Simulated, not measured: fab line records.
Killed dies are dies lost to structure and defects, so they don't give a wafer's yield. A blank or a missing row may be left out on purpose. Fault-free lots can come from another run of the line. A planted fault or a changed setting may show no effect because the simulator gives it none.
A lot that was struck, set against a sound lot	flow n5Finfet	16 steps out of a route of 1938
Sound: wafers L518.2, L518.3, L518.6. Struck: wafer L527.2 (left out: L527.1, a lot-mate that was not struck); the cause follows at the end.
For every step that has rows: the tool of each side, followed by ch and its chambers, followed by its first start. Under that, the readings that differ: sound wafers	struck wafers	difference of the means	sigmas: that difference in standard deviations of wafers without a fault.
alike: a reading whose means differ by less than 2 such deviations, as well as words and numbers matching on both sides. not compared: withheld readings; readings where some wafer has no value; bounds like >300 that might hide an equal value; numbers whose values overlap and for which the record gives no deviation.
The two part at a step that has a row with sigmas, a row that says differs or no value, or rows on one side only. Numbers that have no deviation but don't overlap get no sigmas and don't part them. A reading that every wafer of one side lacks parts them only if that side has two wafers or more.

N5_BEOL_M1_ETCH_41: etches SiCN in CH3F/O2, target depth 31.9 nm, time 57.8 s.
  sound: rieDiel-01 ch 1,2; struck: rieDiel-03 ch 0
  alike: drypumpMotorCurrentA, oesProductAu, rfVppV, showerheadPlenumPTorr, throttleValvePct
  not compared: rfHoursCounterH
then, 1 step without rows for these wafers: N5_BEOL_M1_STRIP_97 (strips in N2/H2, time 10 s).
N5_BEOL_M1_OCD_MEAS_38:
  sound on ocd-01, day 6 20:06; struck on ocd-02, day 8 23:28
  alike: trenchDepthNm
then, 4 steps without rows for these wafers: N5_BEOL_M1_HM_STRIP_39 (strips TiN in peroxide tin strip, target depth 25 nm, time 158 s); N5_BEOL_M1_SRD_40 (time 30 s); N5_BEOL_M1_PRECLEAN_42 (cleans in residue remover, time 60 s); N5_BEOL_M1_SRD_43 (time 30 s).
N5_BEOL_M1_CD_MEAS_35: target cd 18 nm, target cd y 21 nm.
  sound on cdSem-01, day 6 20:16; struck on cdSem-01, day 8 23:37
  alike: cdNm
then, 1 step without rows for these wafers: N5_BEOL_M1_DEGAS_44 (time 60 s).
N5_BEOL_M1_PRE_CLEAN_45: time 30 s.
  sound on pvdSputter-01, day 6 21:02; struck on pvdSputter-03, day 8 23:59
  alike: heaterPowerW
N5_BEOL_M1_ALD_84: deposits TaN, pulse time 2 s, purge time 3 s, co reactant purge time 2 s.
  sound on aldMetal-04 ch 1,2,3, day 6 21:07; struck on aldMetal-03 ch 2, day 9 00:02
  alike: heaterPowerW
  not compared: sinceWetCleanH
N5_BEOL_M1_SURFACE_TREAT_85:
  sound on pvdSputter-03, day 6 21:39; struck on pvdSputter-03, day 9 00:16
  not compared: throttleValvePct
N5_BEOL_M1_CVD_47: deposits Co from CCTBA/H2, target thk 3 nm, time 223.8 s.
  sound on cvdCo-01 ch 1,2, day 6 21:52; struck on cvdCo-01 ch 0, day 9 00:22
reading	sound	struck	difference	sigmas
runLengthS (s)	246.9 246.9 246.8	110.3	-136.6	-99 or more
  not compared: sinceWetCleanH
N5_BEOL_M1_SPUTTER_48: material Cu, target thk 4.5 nm, time 8.29 s.
  sound on pvdSputter-01, day 6 22:01; struck on pvdSputter-01, day 9 00:34
reading	sound	struck	difference	sigmas
throttleValvePct (%)	31.5 30.5 31.7	28.2	-3.0	-3
N5_BEOL_M4_RC_MEAS_101:
  sound on prober-01 ch 0, day 8 14:43; struck on prober-01 ch 0, day 10 19:44
  alike: DIBL_N, DIBL_P, IOFF_N, IOFF_P, ION_N, ION_P, SS_N, SS_P, VT_N, VT_P
next, for these wafers, 1 step has no rows: N5_PASSIVATION_PROBE_49.

WHERE THEY PART
At N5_BEOL_M1_CVD_47 first; at N5_BEOL_M1_SPUTTER_48 last (within this record only). Later steps at which nothing parts them and some readings are alike: N5_BEOL_M4_RC_MEAS_101.

WHY: what the simulator had put in
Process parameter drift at N5_BEOL_M1_CVD_47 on cvdCo-01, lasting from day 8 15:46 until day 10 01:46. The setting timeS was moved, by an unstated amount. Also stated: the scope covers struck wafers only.
